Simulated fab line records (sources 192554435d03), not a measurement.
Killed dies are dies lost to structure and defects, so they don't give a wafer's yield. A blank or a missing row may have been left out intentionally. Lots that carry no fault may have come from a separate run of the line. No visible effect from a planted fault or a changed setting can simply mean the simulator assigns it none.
Struck lot and sound lot, side by side || flow n5 finfet || 19 out of 1938 route steps
Sound: wafers L589.1, L589.4, L589.6. The struck wafers were L584.1, L584.2, L584.4. Last of all comes the cause.
Order at every step that has rows: each side's tool, ch and its chambers, its first start. Under that, the readings that differ: sound wafers || struck wafers || difference of the means || sigmas: that difference in standard deviations of wafers without a fault.
alike: readings with means less than 2 such deviations apart, plus words and numbers identical on both sides. not compared: withheld readings, readings lacking a value on some wafer, bounds such as >300 that could conceal the same value, and numbers that have no deviation in the record and whose values overlap.
Wherever a step has rows on one side only, a row that says differs or no value, or a row with sigmas, the two part there. Numbers that don't overlap but have no deviation are shown without sigmas and don't part them. Lack of a reading on every wafer of one side parts them only where that side has two or more wafers.

first, 8 steps without rows for these wafers: N5_BEOL_M13_SPUTTER_44 (material Ta, target thk 10 nm, time 16.13 s); N5_BEOL_M13_SPUTTER_45 (material Cu, target thk 80 nm, time 13.33 s); N5_BEOL_M13_ECD_47 (material Cu, target thk 936 nm); N5_BEOL_M13_ANNEAL_48 (time 90 s); N5_BEOL_M13_CMP_49 (polishes, stops on SiOC, t overpolish 17.1 s, target thk 420 nm); N5_BEOL_M13_PRE_CLEAN_52 (time 15 s); N5_BEOL_M13_DEP_53 (deposits SiCN from 3MS/NH3, target thk 50 nm, time 17.8 s); N5_BEOL_M14_ILD_DEP_00 (deposits SiO2 from TEOS/O2, target thk 1119.3 nm, time 237.4 s).
N5_BEOL_M14_COAT_58: time 60 s, resist thk 89 nm.
  sound on litho track-01 ch 0, day 16 23:19; struck on litho track-05 ch 0, day 15 08:50
{"reading": "spin speed rpm (rpm)", "sound": "1498.8 1499.7 1499.3", "struck": "1367.0 1365.6 1365.8", "difference": -133.1, "sigmas": "-99 or more"}
{"reading": "model.BARC_of_BEOL_M14_COAT_58.thk nm (nm)", "sound": "88.8 88.8 88.6", "struck": "93.2 93.2 93", "difference": "+4.4", "sigmas": ""}
then, 8 steps without rows for these wafers: N5_BEOL_M14_COAT_04 (resist thk 800 nm); N5_BEOL_M14_EBR_06; N5_BEOL_M14_SOFTBAKE_05 (time 60 s); N5_BEOL_M14_EXPOSE_07 (exposes mask V13); N5_BEOL_M14_PEB_08 (peb time 90 s); N5_BEOL_M14_DEVELOP_09 (develop time 45 s); N5_BEOL_M14_HARDBAKE_14 (time 120 s); N5_BEOL_M14_DESCUM_15 (chemistry O2, time 7.9 s).
N5_BEOL_M14_ETCH_59: etches BARC in N2/H2, target depth 89 nm, overetch 26.7 nm, time 67.9 s.
  sound on rie diel-05 ch 1,3, day 16 23:45; struck on rie diel-01 ch 0,1, day 15 09:22
{"reading": "model.etch.depth nm (nm)", "sound": "88.82 88.71 88.66", "struck": "93.2 93.26 93.09", "difference": "+4.5", "sigmas": ""}
  alike: chamber pressure mTorr, drypump motor current A, oes product au, rf vpp V, showerhead plenum p Torr, throttle valve pct
  not compared: rf hours counter h
then, 1 step without rows for these wafers: N5_BEOL_M14_VIA_ETCH_16 (etches SiO2 in C4F8/O2/Ar, target depth 1231.3 nm).

== WHERE THEY PART ==
N5_BEOL_M14_COAT_58 only, going by this record. Later steps at which nothing parts them and some readings are alike: N5_BEOL_M14_ETCH_59.

WHY: what had been put in by the simulator
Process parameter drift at N5_BEOL_M14_COAT_58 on litho track-05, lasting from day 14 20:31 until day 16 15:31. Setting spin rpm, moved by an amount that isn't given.
